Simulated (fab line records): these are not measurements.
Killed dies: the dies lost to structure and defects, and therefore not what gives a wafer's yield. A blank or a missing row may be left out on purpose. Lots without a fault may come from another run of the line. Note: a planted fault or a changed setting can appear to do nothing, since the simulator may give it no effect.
fab line records	flow n5Finfet
record lots=7	wafers=21
route steps=1938 shown BEOL_M14@1743 TV_LITHO@1879
startH: start of the lot's first displayed wafer, in hours after the record's first day	waitH: hours from the lot's prior step to this one	" unchanged from the row above	L1.1+2: several wafers, shown together as one row	- no value, or no start was given	* or withheld: withheld	< > ~ a bound
route shown NAME@n: names a module that has steps shown in the file, with the first one's number in the route	usual: mean and standard deviation over wafers with no fault	same: alike in all rows	chamber/n: place in a boat	sites: per-site readings	_std_site: their standard deviation	_edge_site: the outer-site mean with the inner-site mean subtracted	radiusMm: how far each site lies from the wafer's centre	mask NAME#n: copy n	behind: the last tool/chamber to shape the wafer	hold: why the lot was held/for how many hours/how that ended	device: which transistor (n, p or np) failed to switch	end of line: tests run on the same wafers once the route is complete	step lacking rows: just its recipe	killed: dies lost to structure and defects at the first sort, not the wafer's yield	map: shows each die of a wafer: x if killed, . if not, _ if none is there
set.NAME: setting as actually run; set.NAME@STEP: the setting as run at that earlier step	model.NAME: the simulator's own value behind a step, which no gauge read
lots with deliberately changed settings; one table per step, one row per wafer
## steps
# step N5_BEOL_M14_PEB_26
# recipe pebTempC=130	pebTimeS=90
lot.wafer	tool	chamber	startH	waitH	set.pebTempC
L077.4+5+6	lithoTrack-05	0	262.73	0.0	130
L084.1	lithoTrack-02	0	304.88	0.1	130
L084.5+6	"	0	"	"	133.6
L087.1	lithoTrack-05	0	320.36	0.1	130
L087.3+5	"	0	"	"	127.7
L085.1+3+6	lithoTrack-03	0	325.86	0.1	130
L091.1+2+4	lithoTrack-05	0	346.57	0.1	130
L093.2+4	lithoTrack-03	0	358.80	0.0	132.5
L093.3	"	0	"	"	130
L090.1	lithoTrack-05	0	360.10	0.1	130
L090.2+3	"	0	"	"	128.8
# step N5_BEOL_M14_DEVELOP_27
# recipe developTimeS=45	rinseLiquid=diw	dry=airSpin	devTempC=21
# step N5_BEOL_M14_HARDBAKE_32
# recipe tempC=130	timeS=120
# step N5_BEOL_M14_CD_MEAS_28
# recipe targetCdNm=284.4	landingEnergyEv=500	detector=seInlens
# usual cdNm=284.0/1.9
lot.wafer	tool	chamber	startH	waitH	set.pebTempC@BEOL_M14_PEB_26	cdNm
L077.4	cdSem-02	0	262.85	-	130	286.5
L077.5	"	0	"	"	130	283.9
L077.6	"	0	"	"	130	285.1
L084.1	cdSem-03	0	304.99	-	130	285.8
L084.5	"	0	"	"	133.6	295.1
L084.6	"	0	"	"	133.6	293.9
L087.1	cdSem-03	0	320.48	-	130	279.8
L087.3	"	0	"	"	127.7	273.7
L087.5	"	0	"	"	127.7	271.4
L085.1	cdSem-02	0	325.97	-	130	283.1
L085.3	"	0	"	"	130	284.0
L085.6	"	0	"	"	130	282.9
L091.1	cdSem-03	0	346.68	-	130	287.0
L091.2	"	0	"	"	130	286.0
L091.4	"	0	"	"	130	285.9
L093.2	cdSem-03	0	358.92	-	132.5	295.5
L093.3	"	0	"	"	130	284.9
L093.4	"	0	"	"	132.5	292.8
L090.1	cdSem-03	0	360.22	-	130	282.9
L090.2	"	0	"	"	128.8	280.6
L090.3	"	0	"	"	128.8	281.8
# step N5_BEOL_M14_DESCUM_33
# recipe chemistry=O2	timeS=7.9	sourcePowerW=50	biasPowerW=20	pressureMtorr=20	rfFrequencyHz=2.712e+07	tempC=40	o2FlowSccm=225
lot.wafer	tool	chamber	startH	waitH	set.pebTempC@BEOL_M14_PEB_26	model.BEOL_M14.cdNm
L077.4	rieDiel-02	0	262.94	0.0	130	287
L077.5	"	3	"	"	130	284
L077.6	"	2	"	"	130	285.2
L084.1	rieDiel-02	1	305.52	0.5	130	285.8
L084.5	"	2	"	"	133.6	295
L084.6	"	0	"	"	133.6	293.8
L087.1	rieDiel-02	2	320.57	0.0	130	280.2
L087.3	"	3	"	"	127.7	273.6
L087.5	"	2	"	"	127.7	271.6
L085.1	rieDiel-04	0	326.06	0.0	130	283.6
L085.3	"	2	"	"	130	284
L085.6	"	2	"	"	130	283
L091.1	rieDiel-05	0	346.77	0.0	130	287.4
L091.2	"	2	"	"	130	286
L091.4	"	1	"	"	130	285.6
L093.2	rieDiel-05	1	359.02	0.1	132.5	295.4
L093.3	"	2	"	"	130	284.8
L093.4	"	0	"	"	132.5	293.2
L090.1	rieDiel-02	1	360.30	0.0	130	282.8
L090.2	"	3	"	"	128.8	280.6
L090.3	"	2	"	"	128.8	282
# step N5_BEOL_M14_ETCH_67
# recipe chemistry=CF4	target=SiARC	targetDepthA=1430	timeS=238.3	ionEnergyEv=80	pressureMtorr=40	sourceW=545	biasW=36	Ar_flow_sccm=100	cf4FlowSccm=100	ends=cleared
lot.wafer	tool	chamber	startH	waitH	set.pebTempC@BEOL_M14_PEB_26	model.BEOL_M14.cdNm
L077.4	rieDiel-02	0	262.97	0.0	130	283
L077.5	"	3	"	"	130	280.2
L077.6	"	2	"	"	130	281.2
L084.1	rieDiel-02	1	305.55	0.0	130	281
L084.5	"	2	"	"	133.6	290.4
L084.6	"	0	"	"	133.6	288.8
L087.1	rieDiel-02	2	320.60	0.0	130	276.4
L087.3	"	3	"	"	127.7	270
L087.5	"	2	"	"	127.7	268
L085.1	rieDiel-04	0	326.10	0.0	130	279.4
L085.3	"	2	"	"	130	280.6
L085.6	"	2	"	"	130	279.2
L091.1	rieDiel-05	0	346.81	0.0	130	283.2
L091.2	"	2	"	"	130	281.2
L091.4	"	1	"	"	130	280.6
L093.2	rieDiel-05	1	359.06	0.0	132.5	289.6
L093.3	"	2	"	"	130	279.8
L093.4	"	0	"	"	132.5	288.6
L090.1	rieDiel-02	1	360.34	0.0	130	278.8
L090.2	"	3	"	"	128.8	277.6
L090.3	"	2	"	"	128.8	278.8
# step N5_BEOL_M14_ETCH_68
# recipe chemistry=N2/H2	target=SOC	maskMaterial=SiARC	sourceW=3000	biasW=350	tempC=40	timeS=450	ionEnergyEv=200	pressureMtorr=30	n2FlowSccm=200	h2FlowSccm=200
lot.wafer	tool	chamber	startH	waitH	set.pebTempC@BEOL_M14_PEB_26	model.BEOL_M14.cdNm
L077.4	rieDiel-02	0	263.12	0.1	130	281.2
L077.5	"	3	"	"	130	276.4
L077.6	"	2	"	"	130	278.2
L084.1	rieDiel-02	1	305.70	0.1	130	279.2
L084.5	"	2	"	"	133.6	288.8
L084.6	"	0	"	"	133.6	293.4
L087.1	rieDiel-02	2	320.75	0.1	130	273.8
L087.3	"	3	"	"	127.7	266
L087.5	"	2	"	"	127.7	263.8
L085.1	rieDiel-04	0	326.24	0.1	130	281.8
L085.3	"	2	"	"	130	280.4
L085.6	"	2	"	"	130	279.6
L091.1+2	rieDiel-05	0,2	346.95	0.1	130	282.8
L091.4	"	1	"	"	130	282.6
L093.2	rieDiel-05	1	359.21	0.1	132.5	292.4
L093.3	"	2	"	"	130	282.6
L093.4	"	0	"	"	132.5	288.2
L090.1	rieDiel-02	1	360.49	0.1	130	279.6
L090.2	"	3	"	"	128.8	275
L090.3	"	2	"	"	128.8	277.2
# step N5_BEOL_M14_TRENCH_ETCH_34
# recipe chemistry=C4F8/O2/Ar	target=SiO2	targetDepthA=5566.5	maskMaterial=SOC	heInnerTorr=15	heOuterTorr=30	timeS=126.9	ionEnergyEv=800	pressureMtorr=20	sourceW=1905	biasW=2040	Ar_flow_sccm=400	C4F8_flow_sccm=16	O2_flow_sccm=12
# usual rfVppV=2187/51
lot.wafer	tool	chamber	startH	waitH	set.biasW	rfVppV
L077.4	rieDiel-02	0	263.39	0.0	2040	2121
L077.5	"	3	"	"	2040	2160
L077.6	"	2	"	"	2040	2124
L084.1	rieDiel-02	1	305.98	0.0	1844	2111
L084.5	"	2	"	"	2040	2125
L084.6	"	0	"	"	2040	2156
L087.1	rieDiel-02	2	321.02	0.0	1687	1854
L087.3	"	3	"	"	2040	2160
L087.5	"	2	"	"	1687	1854
L085.1	rieDiel-04	0	326.52	0.0	2040	2236
L085.3	"	2	"	"	2040	2164
L085.6	"	2	"	"	2040	2165
L091.1	rieDiel-05	0	347.23	0.0	1687	1823
L091.2	"	2	"	"	2040	2216
L091.4	"	1	"	"	1687	1940
L093.2	rieDiel-05	1	359.48	0.0	2040	2219
L093.3	"	2	"	"	2040	2215
L093.4	"	0	"	"	2040	2087
L090.1	rieDiel-02	1	360.76	0.0	2040	2265
L090.2	"	3	"	"	2040	2159
L090.3	"	2	"	"	2040	2124
# step N5_BEOL_M14_STRIP_70
# recipe chemistry=C4F8/O2/Ar	resist=SiARC	rfFrequencyHz=6e+07
# step N5_BEOL_M14_STRIP_37
# recipe chemistry=O2	powerW=600	tempC=60	pressureMtorr=30	rfFrequencyHz=6e+07	biasPowerW=0	overashFraction=0.3	o2FlowSccm=225
# step N5_BEOL_M14_ETCH_38
# recipe chemistry=CF4/N2	target=SiCN	targetDepthA=1065	taperDeg=2	timeS=120.6	ionEnergyEv=150	maskMaterial=SiO2	pressureMtorr=40	sourceW=430	biasW=70	Ar_flow_sccm=100	cf4FlowSccm=60	n2FlowSccm=60
lot.wafer	tool	chamber	startH	waitH	set.pebTempC@BEOL_M14_PEB_26	model.BEOL_M14.cdNm
L077.4	rieDiel-05	0	-	-	130	281.2
L077.5	"	3	"	"	130	277
L077.6	"	0	"	"	130	278
L084.1	rieDiel-02	1	-	-	130	278.6
L084.5	"	1	"	"	133.6	288.4
L084.6	"	0	"	"	133.6	294.2
L087.1	rieDiel-04	0	-	-	130	273.8
L087.3	"	1	"	"	127.7	266.4
L087.5	"	0	"	"	127.7	263.8
L085.1	rieDiel-04	0	-	-	130	281.6
L085.3	"	1	"	"	130	279.6
L085.6	"	0	"	"	130	278.8
L091.1	rieDiel-05	1	-	-	130	282.6
L091.2	"	2	"	"	130	282.8
L091.4	"	3	"	"	130	281.8
L093.2	rieDiel-04	2	-	-	132.5	292
L093.3	"	1	"	"	130	282.6
L093.4	"	1	"	"	132.5	288
L090.1	rieDiel-02	3	-	-	130	279
L090.2	"	2	"	"	128.8	275.8
L090.3	"	0	"	"	128.8	277.4
# step N5_PASSIVATION_EXPOSE_07
# recipe maskId=TV	na=0.55	sourceShape=conventional	sigmaOuter=0.8	polarization=unpolarized	defocusNm=0	targetCdNm=3000	doseMj=22.75
lot.wafer	tool	chamber	startH	waitH	mask	set.doseMj
L077.4+5+6	krfScanner-02	0	279.86	-	TV#0	22.75
L084.1+5+6	krfScanner-02	0	322.16	-	TV#0	22.75
L087.1+3	krfScanner-01	0	341.83	-	TV#0	22.75
L087.5	"	0	"	"	TV#0	23.43
L085.1+6	krfScanner-02	0	347.42	-	TV#0	24.34
L085.3	"	0	"	"	TV#0	22.75
L091.1+2	krfScanner-02	0	362.17	-	TV#0	21.62
L091.4	"	0	"	"	TV#0	22.75
L090.1+2	krfScanner-01	0	377.87	-	TV#0	22.75
L090.3	"	0	"	"	TV#0	21.24
L093.2	krfScanner-02	0	379.49	-	TV#0	24.28
L093.3+4	"	0	"	"	TV#0	22.75
# step N5_PASSIVATION_PEB_08
# recipe pebTempC=withheld	pebTimeS=*
# step N5_PASSIVATION_DEVELOP_09
# recipe developTimeS=60	rinseLiquid=diw	dry=airSpin	devTempC=21
# step N5_PASSIVATION_HARDBAKE_11
# recipe tempC=130	timeS=120
# step N5_PASSIVATION_CD_MEAS_10
# recipe targetCdNm=3000	landingEnergyEv=500	detector=seInlens
# usual cdNm=2998.3/2.7
lot.wafer	tool	chamber	startH	waitH	set.doseMj@PASSIVATION_EXPOSE_07	cdNm
L077.4	cdSem-01	0	280.03	-	22.75	2996.3
L077.5	"	0	"	"	22.75	2996.7
L077.6	"	0	"	"	22.75	2997.0
L084.1	cdSem-03	0	322.33	-	22.75	3003.2
L084.5	"	0	"	"	22.75	2999.2
L084.6	"	0	"	"	22.75	2998.3
L087.1	cdSem-02	0	342.01	-	22.75	2995.6
L087.3	"	0	"	"	22.75	2994.8
L087.5	"	0	"	"	23.43	3005.4
L085.1	cdSem-02	0	347.60	-	24.34	3018.3
L085.3	"	0	"	"	22.75	2997.8
L085.6	"	0	"	"	24.34	3013.6
L091.1	cdSem-02	0	362.34	-	21.62	2986.4
L091.2	"	0	"	"	21.62	2988.8
L091.4	"	0	"	"	22.75	2999.1
L090.1	cdSem-01	0	378.04	-	22.75	2994.6
L090.2	"	0	"	"	22.75	3005.1
L090.3	"	0	"	"	21.24	2988.9
L093.2	cdSem-02	0	379.66	-	24.28	3013.5
L093.3	"	0	"	"	22.75	2997.6
L093.4	"	0	"	"	22.75	2998.7
## key
split step=N5_BEOL_M14_PEB_26	setting=pebTempC	stated=130	by=wafer
response step=N5_BEOL_M14_CD_MEAS_28	reading=cdNm	change=+3.66	per=1%	r=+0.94
response step=N5_BEOL_M14_DESCUM_33	reading=model.BEOL_M14.cdNm	change=+3.71	per=1%	r=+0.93
response step=N5_BEOL_M14_ETCH_67	reading=model.BEOL_M14.cdNm	change=+3.61	per=1%	r=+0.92
response step=N5_BEOL_M14_ETCH_68	reading=model.BEOL_M14.cdNm	change=+4.35	per=1%	r=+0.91
response step=N5_BEOL_M14_ETCH_38	reading=model.BEOL_M14.cdNm	change=+4.37	per=1%	r=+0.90
split step=N5_BEOL_M14_TRENCH_ETCH_34	setting=biasW	stated=2040	by=wafer
response step=N5_BEOL_M14_TRENCH_ETCH_34	reading=rfVppV	change=+16.4	per=1%	r=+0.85
split step=N5_PASSIVATION_EXPOSE_07	setting=doseMj	stated=22.75	by=wafer
response step=N5_PASSIVATION_CD_MEAS_10	reading=cdNm	change=+2.27	per=1%	r=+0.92
